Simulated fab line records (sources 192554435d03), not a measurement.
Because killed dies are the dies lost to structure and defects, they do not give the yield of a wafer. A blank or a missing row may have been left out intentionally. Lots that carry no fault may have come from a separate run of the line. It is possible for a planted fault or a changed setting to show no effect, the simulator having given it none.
Matching of chambers || flow n5_finfet || ald_metal-03 running N5_BEOL_M11_ALD_74: 4 sister chambers
The step deposits TaN, target thk 2 nm, pulse time 2 s, purge time 3 s. 4 wafers are shown with their chamber, then 9 later ones without.

WAFERS WITH THEIR CHAMBER
{"wafer": "L086.4", "chamber": 3, "heater_power_w (W)": 411}
{"wafer": "L085.6", "chamber": 2, "heater_power_w (W)": 431}
{"wafer": "L091.3", "chamber": 0, "heater_power_w (W)": 374}
{"wafer": "L091.5", "chamber": 1, "heater_power_w (W)": 403}

WAFERS MISSING THEIR CHAMBER
{"wafer": "L094.1", "heater_power_w (W)": 389}
{"wafer": "L094.2", "heater_power_w (W)": 422}
{"wafer": "L094.4", "heater_power_w (W)": 449}
{"wafer": "L095.2", "heater_power_w (W)": 426}
{"wafer": "L095.5", "heater_power_w (W)": 420}
{"wafer": "L095.6", "heater_power_w (W)": 458}
{"wafer": "L096.1", "heater_power_w (W)": 417}
{"wafer": "L096.2", "heater_power_w (W)": 417}
{"wafer": "L096.3", "heater_power_w (W)": 387}

WHICH CHAMBER EACH ONE RAN IN
{"wafer": "L094.1", "from the rows above": "can't be placed: 1 or 0 or 3", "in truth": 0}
{"wafer": "L094.2", "from the rows above": "can't be placed: 2 or 3 or 1", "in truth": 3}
{"wafer": "L094.4", "from the rows above": "can't be placed: 2 or 3", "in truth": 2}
{"wafer": "L095.2", "from the rows above": "can't be placed: 2 or 3 or 1", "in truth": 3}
{"wafer": "L095.5", "from the rows above": "can't be placed: 3 or 2 or 1", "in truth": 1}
{"wafer": "L095.6", "from the rows above": "can't be placed: 2 or 3", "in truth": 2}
{"wafer": "L096.1", "from the rows above": "can't be placed: 3 or 1 or 2", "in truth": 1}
{"wafer": "L096.2", "from the rows above": "can't be placed: 3 or 1 or 2", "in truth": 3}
{"wafer": "L096.3", "from the rows above": "can't be placed: 0 or 1 or 3", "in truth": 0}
Placed correctly: 0 of 9. Unplaceable from these rows: 9, with the true chamber sitting among the candidates in 9. Placed wrongly: 0.
How it was worked out, from the rows above alone: a wafer's distance from a chamber is the root of the sum, over the readings, of the square of ((its reading less the chamber's mean) divided by the reading's scatter). If the next closest chamber is less than 2 further off than the closest, the wafer can't be placed; otherwise it belongs to the closest. Each chamber's mean is taken over the wafers shown for it. The scatter: root of mean squared gap, hidden wafer to nearest shown wafer, with one shown wafer a chamber.
